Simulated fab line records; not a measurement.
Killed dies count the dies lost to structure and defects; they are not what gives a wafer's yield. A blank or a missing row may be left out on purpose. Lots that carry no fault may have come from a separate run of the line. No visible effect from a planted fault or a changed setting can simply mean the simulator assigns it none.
fab line records + flow n5-finfet
[record]
- lots = 6
- wafers = 14
- last-day = 18
route steps=1938 shown BEOL_M12@1637 PASSIVATION@1936
lots that met no fault: taken from a fault-free run of the same line
start-h: hours from the record's first day to the start of the lot's first wafer shown + wait-h: time in hours since the lot's previous step + " as in the row above + L1.1+2: a single row standing in for several wafers + - no value, or no start was given + * or withheld: withheld + < > ~ a bound
route shown NAME@n: names a module that has steps shown in the file, with the first one's number in the route + usual: mean/standard deviation of fault-free wafers + same: alike in all rows + chamber/n: place in a boat + sites: readings site by site + _std_site: standard deviation across them + _edge_site: inner sites' mean taken away from outer sites' mean + radius-mm: for every site, how far away it sits from the centre of the wafer + mask NAME#n: copy n + behind: the last tool/chamber to shape the wafer + hold: reason for holding the lot/hours on hold/outcome of the hold + device: whichever transistor did not switch (one of n, p or np) + end of line: tests run on the same wafers once the route is complete + a step given without rows: its recipe and nothing more + killed: dies lost to structure and defects at the first sort, not the wafer's yield + map: shows each die of a wafer: x if killed, . if not, _ if none is there
set.NAME: the setting as run; set.NAME@STEP: as run at that earlier step + model.NAME: the simulator's own value behind a step, which no gauge read
lots at some steps of the route; a table a step, a row a wafer
services: the hour from which a tool's chamber was out of use, counted from the record's first day as start-h (under 0 if before that day), plus the number of hours and why
[[steps]]
[step N5_BEOL_M12_ETCH_68]
[recipe]
- chemistry = N2/H2
- target = SOC
- mask-material = SiARC
- source-w = 3000
- bias-w = 350
- temp-c = 40
- time-s = 285
- ion-energy-ev = 200
- pressure-mtorr = 30
- n2-flow-sccm = 200
- h2-flow-sccm = 200
[usual]
- drypump-motor-current-A = 5.7/0.4
- oes-product-au = 0.84/0.077
- rf-vpp-V = 524.7/2
- showerhead-plenum-p-Torr = 2.57/0.066
- throttle-valve-pct = 17.67/0.22
| lot.wafer | tool        | chamber | start-h | wait-h | drypump-motor-current-A | oes-product-au | rf-hours-counter-h | rf-vpp-V | showerhead-plenum-p-Torr | throttle-valve-pct |
|-----------|-------------|---------|---------|--------|-------------------------|----------------|--------------------|----------|--------------------------|--------------------|
| L296.1    | rie-diel-05 | 3       | 238.66  | 0.1    | 6.1                     | 0.68           | 252                | 522.0    | 2.51                     | 18.19              |
| L296.2    | "           | 2       | "       | "      | 5.7                     | 0.75           | 143                | 527.0    | 2.67                     | 17.97              |
| L296.5    | "           | 3       | "       | "      | 6.1                     | 0.68           | -                  | 524.2    | 2.51                     | 18.18              |
| L305.1    | rie-diel-06 | 1       | 303.00  | 0.1    | 6.5                     | 0.88           | 41                 | 525.4    | 2.57                     | 17.31              |
| L305.3    | "           | 3       | "       | "      | 5.7                     | 0.83           | 64                 | 524.6    | 2.59                     | 17.51              |
| L306.1    | rie-diel-06 | 1       | 308.76  | 0.1    | 6.5                     | 0.88           | 44                 | 525.3    | 2.57                     | 17.31              |
| L306.3    | "           | 3       | "       | "      | 5.7                     | 0.82           | 66                 | 524.4    | 2.59                     | 17.51              |
| L306.5    | "           | 2       | "       | "      | 6.4                     | 0.86           | -                  | 524.8    | 2.57                     | 17.41              |
| L312.4    | rie-diel-04 | 1       | 355.91  | 0.1    | 5.4                     | 0.88           | 41                 | 525.0    | 2.61                     | 17.87              |
| L312.6    | "           | 2       | "       | "      | 5.9                     | 0.76           | -                  | 527.3    | 2.63                     | 17.80              |
| L315.3    | rie-diel-05 | 0       | 381.56  | 0.1    | 5.4                     | 0.79           | 88                 | 521.7    | 2.48                     | 17.93              |
| L315.4    | "           | 1       | "       | "      | 6.1                     | 0.79           | 111                | 523.1    | 2.56                     | 17.49              |
| L319.1    | rie-diel-04 | 3       | 392.33  | 0.1    | 5.3                     | 0.87           | 44                 | 522.8    | 2.47                     | 17.67              |
| L319.5    | "           | 2       | "       | "      | 5.9                     | 0.74           | -                  | 525.9    | 2.62                     | 17.82              |
[step N5_BEOL_M12_STRIP_69]
[recipe]
- chemistry = N2/H2
- temp-c = 40
- n2-flow-sccm = 200
- h2-flow-sccm = 200
- rf-frequency-hz = 6e+07
[step N5_BEOL_M12_TRENCH_ETCH_34]
[recipe]
- chemistry = C4F8/O2/Ar
- target = SiOC
- target-depth-a = 3189.5
- mask-material = SOC
- pressure-mtorr = 30
- source-w = 3000
- bias-w = 700
- Ar_flow_sccm = 400
- C4F8_flow_sccm = 15
- O2_flow_sccm = 8
- he-inner-torr = 15
- he-outer-torr = 30
- time-s = 125.5
- ion-energy-ev = 250
[step N5_BEOL_M12_STRIP_70]
[recipe]
- chemistry = C4F8/O2/Ar
- resist = SiARC
- rf-frequency-hz = 6e+07
[step N5_BEOL_M12_OCD_MEAS_35]
[usual]
- trench-depth-nm = 322/4.3
| lot.wafer | tool   | chamber | start-h | wait-h | trench-depth-nm |
|-----------|--------|---------|---------|--------|-----------------|
| L296.1    | ocd-02 | -       | 238.99  | 0.0    | 314             |
| L296.2    | "      | -       | "       | "      | 318             |
| L296.5    | "      | -       | "       | "      | 315             |
| L305.1    | ocd-01 | -       | 303.33  | 0.0    | 323             |
| L305.3    | "      | -       | "       | "      | 320             |
| L306.1    | ocd-02 | -       | 309.09  | 0.0    | 324             |
| L306.3    | "      | -       | "       | "      | 323             |
| L306.5    | "      | -       | "       | "      | 316             |
| L312.4    | ocd-02 | -       | 356.25  | 0.0    | 327             |
| L312.6    | "      | -       | "       | "      | 326             |
| L315.3    | ocd-01 | -       | 381.89  | 0.0    | 317             |
| L315.4    | "      | -       | "       | "      | 321             |
| L319.1    | ocd-01 | -       | 392.66  | 0.0    | 325             |
| L319.5    | "      | -       | "       | "      | 315             |
[step N5_BEOL_M12_STRIP_37]
[recipe]
- chemistry = N2/H2
- power-w = 1000
- temp-c = 250
- h2-frac = 0.65
- overash-fraction = 0.3
- pressure-mtorr = withheld
- n2-flow-sccm = 1750
- h2-flow-sccm = 3250
[usual]
- drypump-motor-current-A = 5.7/0.54
- heater-power-w = 349/20
- oes-product-au = 0.791/0.0091
| lot.wafer | tool            | chamber | start-h | wait-h | drypump-motor-current-A | heater-power-w | oes-product-au | rf-hours-counter-h |
|-----------|-----------------|---------|---------|--------|-------------------------|----------------|----------------|--------------------|
| L296.1    | plasma-asher-02 | 1       | 239.03  | 0.0    | 5.5                     | 355            | 0.790          | 118                |
| L296.2    | "               | 0       | "       | "      | 5.8                     | 337            | 0.803          | 118                |
| L296.5    | "               | 0       | "       | "      | 5.8                     | 325            | 0.769          | -                  |
| L305.1    | plasma-asher-02 | 0       | 303.37  | 0.0    | 5.8                     | 328            | 0.801          | 125                |
| L305.3    | "               | 1       | "       | "      | 5.5                     | 339            | 0.776          | -                  |
| L306.1    | plasma-asher-01 | 0       | 309.13  | 0.0    | 5.1                     | 375            | 0.796          | 90                 |
| L306.3    | "               | 1       | "       | "      | 6.5                     | 327            | 0.797          | -                  |
| L306.5    | "               | 1       | "       | "      | 6.4                     | 330            | 0.786          | -                  |
| L312.4    | plasma-asher-02 | 1       | 356.31  | 0.1    | 5.5                     | 344            | 0.803          | -                  |
| L312.6    | "               | 0       | "       | "      | 5.8                     | 332            | 0.793          | -                  |
| L315.3    | plasma-asher-02 | 0       | 381.95  | 0.1    | 5.8                     | 324            | 0.810          | -                  |
| L315.4    | "               | 1       | "       | "      | 5.5                     | 347            | 0.790          | -                  |
| L319.1    | plasma-asher-01 | 1       | 392.70  | 0.0    | 6.4                     | 334            | 0.786          | 107                |
| L319.5    | "               | 1       | "       | "      | 6.5                     | 337            | 0.791          | -                  |
[step N5_BEOL_M12_ETCH_38]
[recipe]
- chemistry = CF4/N2
- target = SiCN
- target-depth-a = 687
- taper-deg = 2
- time-s = 73.4
- ion-energy-ev = 150
- mask-material = SiO2
- pressure-mtorr = 40
- source-w = 430
- bias-w = 70
- Ar_flow_sccm = 100
- cf4-flow-sccm = 60
- n2-flow-sccm = 60
[step N5_BEOL_M12_PRECLEAN_39]
[recipe]
- chemistry = residue-remover
- time-s = 60
- temp-c = 40
[step N5_BEOL_M12_SRD_40]
[recipe]
- time-s = 30
- temp-c = 23
- rinse-liquid = diw
- dry = n2-spin
- spin-rpm = 1500
- dry-time-s = 30
[step N5_BEOL_M12_DEGAS_41]
[recipe]
- ambient = vacuum
- temp-c = 250
- time-s = 60
[usual]
- heater-power-w = 336/23
| lot.wafer | tool           | chamber | start-h | wait-h | heater-power-w |
|-----------|----------------|---------|---------|--------|----------------|
| L296.1    | pvd-sputter-02 | -       | 246.77  | 0.1    | 374            |
| L296.2    | "              | -       | "       | "      | 364            |
| L296.5    | "              | -       | "       | "      | 330            |
| L305.1    | pvd-sputter-02 | -       | 304.39  | 0.3    | 325            |
| L305.3    | "              | -       | "       | "      | 369            |
| L306.1    | pvd-sputter-03 | -       | 309.65  | 0.2    | 344            |
| L306.3    | "              | -       | "       | "      | 321            |
| L306.5    | "              | -       | "       | "      | 357            |
| L312.4    | pvd-sputter-03 | -       | 359.64  | 0.4    | 354            |
| L312.6    | "              | -       | "       | "      | 369            |
| L315.3    | pvd-sputter-03 | -       | 387.85  | 0.6    | 356            |
| L315.4    | "              | -       | "       | "      | 341            |
| L319.1    | pvd-sputter-01 | -       | 396.10  | 1.3    | 313            |
| L319.5    | "              | -       | "       | "      | 330            |
[step N5_BEOL_M12_PRE_CLEAN_42]
[recipe]
- gas = H2/He
- time-s = 30
- temp-c = 250
[step N5_BEOL_M12_SPUTTER_43]
[recipe]
- material = TaN
- target-thk-a = 150
- temp-c = 50
- bias-v = 168.6
- power-w = 15000
- chamber-pressure-pa = 0.12
- time-s = 24.19
[usual]
- cathode-dc-power-W = 15000/2.8
- throttle-valve-pct = 30.2/0.93
| lot.wafer | tool           | chamber | start-h | wait-h | cathode-dc-power-W | throttle-valve-pct |
|-----------|----------------|---------|---------|--------|--------------------|--------------------|
| L296.1    | pvd-sputter-02 | -       | 246.85  | 0.0    | 14999              | 30.0               |
| L296.2    | "              | -       | "       | "      | 15000              | 31.7               |
| L296.5    | "              | -       | "       | "      | 15000              | 29.7               |
| L305.1    | pvd-sputter-02 | -       | 304.47  | 0.0    | 14997              | 29.6               |
| L305.3    | "              | -       | "       | "      | 15001              | 30.0               |
| L306.1    | pvd-sputter-03 | -       | 309.73  | 0.0    | 15001              | 29.1               |
| L306.3    | "              | -       | "       | "      | 14999              | 31.3               |
| L306.5    | "              | -       | "       | "      | 14998              | 29.9               |
| L312.4    | pvd-sputter-03 | -       | 359.72  | 0.0    | 15002              | 29.8               |
| L312.6    | "              | -       | "       | "      | 14999              | 29.6               |
| L315.3    | pvd-sputter-03 | -       | 387.93  | 0.0    | 14995              | 29.8               |
| L315.4    | "              | -       | "       | "      | 15001              | 28.9               |
| L319.1    | pvd-sputter-01 | -       | 396.18  | 0.0    | 15000              | 31.6               |
| L319.5    | "              | -       | "       | "      | 15001              | 30.5               |
[step N5_BEOL_M12_SPUTTER_44]
[recipe]
- material = Ta
- target-thk-a = 100
- temp-c = 50
- bias-v = 80
- power-w = 15000
- chamber-pressure-pa = 0.07
- time-s = 16.13
[usual]
- cathode-dc-power-W = 15000/2.4
- throttle-valve-pct = 30.3/0.9
| lot.wafer | tool           | chamber | start-h | wait-h | cathode-dc-power-W | throttle-valve-pct | model.Ta_of_BEOL_M12_SPUTTER_44.thk-nm |
|-----------|----------------|---------|---------|--------|--------------------|--------------------|----------------------------------------|
| L296.1    | pvd-sputter-02 | -       | 246.93  | 0.0    | 14999              | 30.2               | 10.2                                   |
| L296.2    | "              | -       | "       | "      | 15001              | 31.7               | 10                                     |
| L296.5    | "              | -       | "       | "      | 15000              | 29.9               | 10.2                                   |
| L305.1    | pvd-sputter-02 | -       | 304.55  | 0.0    | 14996              | 30.0               | 10.2                                   |
| L305.3    | "              | -       | "       | "      | 14999              | 30.1               | 10.4                                   |
| L306.1    | pvd-sputter-03 | -       | 309.81  | 0.0    | 15000              | 29.0               | 10.2                                   |
| L306.3    | "              | -       | "       | "      | 15002              | 31.3               | 9.6                                    |
| L306.5    | "              | -       | "       | "      | 15001              | 29.6               | 10                                     |
| L312.4    | pvd-sputter-03 | -       | 359.80  | 0.0    | 15001              | 29.6               | 9.4                                    |
| L312.6    | "              | -       | "       | "      | 14997              | 29.7               | 10                                     |
| L315.3    | pvd-sputter-03 | -       | 388.01  | 0.0    | 14998              | 29.9               | 10                                     |
| L315.4    | "              | -       | "       | "      | 14995              | 29.0               | 9.6                                    |
| L319.1    | pvd-sputter-01 | -       | 396.26  | 0.0    | 15003              | 31.9               | 10                                     |
| L319.5    | "              | -       | "       | "      | 15001              | 30.4               | 9.8                                    |
[step N5_BEOL_M12_SPUTTER_45]
[recipe]
- material = Cu
- target-thk-a = 800
- temp-c = -20
- bias-v = 60
- power-w = 26000
- chamber-pressure-pa = 0.13
- time-s = 13.33
[usual]
- cathode-dc-power-W = 26000/5.2
- throttle-valve-pct = 30.2/0.9
| lot.wafer | tool           | chamber | start-h | wait-h | cathode-dc-power-W | throttle-valve-pct |
|-----------|----------------|---------|---------|--------|--------------------|--------------------|
| L296.1    | pvd-sputter-02 | -       | 247.01  | 0.0    | 25988              | 30.1               |
| L296.2    | "              | -       | "       | "      | 25997              | 31.7               |
| L296.5    | "              | -       | "       | "      | 25996              | 29.9               |
| L305.1    | pvd-sputter-02 | -       | 304.63  | 0.0    | 26009              | 30.1               |
| L305.3    | "              | -       | "       | "      | 26001              | 29.9               |
| L306.1    | pvd-sputter-03 | -       | 309.89  | 0.0    | 26008              | 29.0               |
| L306.3    | "              | -       | "       | "      | 25999              | 31.3               |
| L306.5    | "              | -       | "       | "      | 25993              | 29.6               |
| L312.4    | pvd-sputter-03 | -       | 359.88  | 0.0    | 25998              | 29.5               |
| L312.6    | "              | -       | "       | "      | 26005              | 29.8               |
| L315.3    | pvd-sputter-03 | -       | 388.09  | 0.0    | 26009              | 29.8               |
| L315.4    | "              | -       | "       | "      | 25999              | 29.2               |
| L319.1    | pvd-sputter-01 | -       | 396.34  | 0.0    | 25994              | 31.7               |
| L319.5    | "              | -       | "       | "      | 25992              | 30.3               |
[step N5_PASSIVATION_PROBE_49]
[usual]
- defect-limited-yield = 91.1/1.3
- killed_at_M0_to_M3 = 32/9.7
- killed_at_M4_up = 16/6
- killed-at-contacts = 12/5.9
- killed-at-front-end = 41/11
- killed-at-other = 4/3.1
- killed-dies = 104/16
- killed-open = 68/12
- killed-short = 34/7.4
- sort_bin_5_function = 5.1/0.85
- sort_bin_6_memory = 3.3/0.66
- sort_bin_8_speed = 0.1/0.53
- sort-n-pass = 1075/16
- sort-yield-pct = 91.1/1.4
[same]
- gross-dies = 1180
- killed-at-back-side = 0
- sort_bin_4_leakage[%] = 0
| lot.wafer | tool      | chamber | start-h | wait-h | defect-limited-yield[%] | killed_at_M0_to_M3 | killed_at_M4_up | killed-at-contacts | killed-at-front-end | killed-at-other | killed-dies | killed-open | killed-short | sort_bin_5_function[%] | sort_bin_6_memory[%] | sort_bin_8_speed[%] | sort-n-pass | sort-yield-pct[%] |
|-----------|-----------|---------|---------|--------|-------------------------|--------------------|-----------------|--------------------|---------------------|-----------------|-------------|-------------|--------------|------------------------|----------------------|---------------------|-------------|-------------------|
| L306.1    | prober-02 | -       | 346.92  | 0.0    | 91.1                    | 28                 | 14              | 13                 | 42                  | 8               | 105         | 67          | 34           | 5.7                    | 2.9                  | 0                   | 1075        | 91.1              |
| L306.3    | prober-02 | -       | 347.02  | 0.1    | 93.5                    | 23                 | 13              | 9                  | 27                  | 5               | 77          | 47          | 26           | 3.6                    | 2.8                  | 0                   | 1103        | 93.5              |
| L306.5    | prober-02 | -       | 347.12  | 0.2    | 91.5                    | 29                 | 10              | 16                 | 42                  | 3               | 100         | 67          | 25           | 4.1                    | 3.6                  | 0                   | 1080        | 91.5              |
// killed by level:class
L306.1 MOL_CONTACT_COAG:geometric-particle:open=11 FIN_SAQP:geometric-particle:short=10 STI_FIN_REVEAL:geometric-particle:open=6 DUMMY_GATE:geometric-particle:open=6 BEOL_M0_SAQP:geometric-particle:short=6 BEOL_M1:geometric-particle:open=6 BEOL_M2:geometric-particle:open=6 BEOL_M4:geometric-particle:open=6
L306.3 BEOL_M1:geometric-particle:open=7 FIN_SAQP:geometric-particle:open=6 MOL_CONTACT_COAG:geometric-particle:open=6 BEOL_M0_SAQP:geometric-particle:open=4 BEOL_M2:geometric-particle:open=4 BEOL_M3:geometric-particle:open=3 STI_FIN_REVEAL:geometric-particle:open=3 STI_FIN_REVEAL:geometric-particle:short=3
L306.5 MOL_CONTACT_COAG:geometric-particle:open=14 BEOL_M2:geometric-particle:open=8 FIN_SAQP:geometric-particle:open=7 STI_FIN_REVEAL:geometric-particle:open=6 BEOL_M1:geometric-particle:open=6 HKMG_FIN:area-etch=6 SPACER0:geometric-particle:open=5 GATE_CUT:geometric-particle:short=5
[[services]]
| tool            | chamber | start-h | hours | kind                          |
|-----------------|---------|---------|-------|-------------------------------|
| rie-diel-05     | -       | 218.37  | 0.1   | repair                        |
| rie-diel-04     | 1       | 229.60  | -     | clean                         |
| rie-diel-04     | 1       | 229.60  | -     | consumable-replace:focus-ring |
| rie-diel-04     | 1       | 229.60  | 21.3  | scheduled-down                |
| rie-diel-04     | 1       | 229.60  | 21.3  | vent-cycle                    |
| rie-diel-05     | 3       | 242.46  | 40.9  | repair                        |
| plasma-asher-02 | -       | 245.84  | 33.9  | repair                        |
| rie-diel-04     | 3       | 250.90  | -     | clean                         |
| rie-diel-04     | 3       | 250.90  | -     | consumable-replace:focus-ring |
| rie-diel-04     | 3       | 250.90  | 25.0  | scheduled-down                |
| rie-diel-04     | 3       | 250.90  | 25.0  | vent-cycle                    |
| rie-diel-04     | 1       | 252.29  | 3.0   | repair                        |
| rie-diel-06     | 2       | 275.94  | 2.5   | repair                        |
| rie-diel-05     | 3       | 283.73  | -     | clean                         |
| rie-diel-05     | 3       | 283.73  | -     | consumable-replace:focus-ring |
| rie-diel-05     | 3       | 283.73  | 26.2  | scheduled-down                |
| rie-diel-05     | 3       | 283.73  | 26.2  | vent-cycle                    |
| rie-diel-06     | 0       | 300.33  | -     | clean                         |
| rie-diel-06     | 0       | 300.33  | -     | consumable-replace:focus-ring |
| rie-diel-06     | 0       | 300.33  | -     | consumable-replace:showerhead |
| rie-diel-06     | 0       | 300.33  | 15.9  | scheduled-down                |
| rie-diel-06     | 0       | 300.33  | 15.9  | vent-cycle                    |
| plasma-asher-02 | -       | 346.46  | 2.8   | pm                            |
[[key]]
first-sign none at tools or gauges
[model-effect]
- step = N5_BEOL_M12_SPUTTER_44
- value = Ta_of_BEOL_M12_SPUTTER_44.thk-nm
- without = 10.2
- struck = 9.5
met-at N5_BEOL_M12_SPUTTER_44
struck-wafers L312.4,L315.4
onset-between 309.81 359.80
[fault]
- kind = process-parameter-drift
- tool = pvd-sputter-03
- chamber = -
- onset-h = 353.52
- steps = N5_BEOL_M12_SPUTTER_44
- channel = time-s
- offset = *
- shape = step
- end-h = 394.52
- scope = struck-wafers-only
- acts-in = *
- stated = *
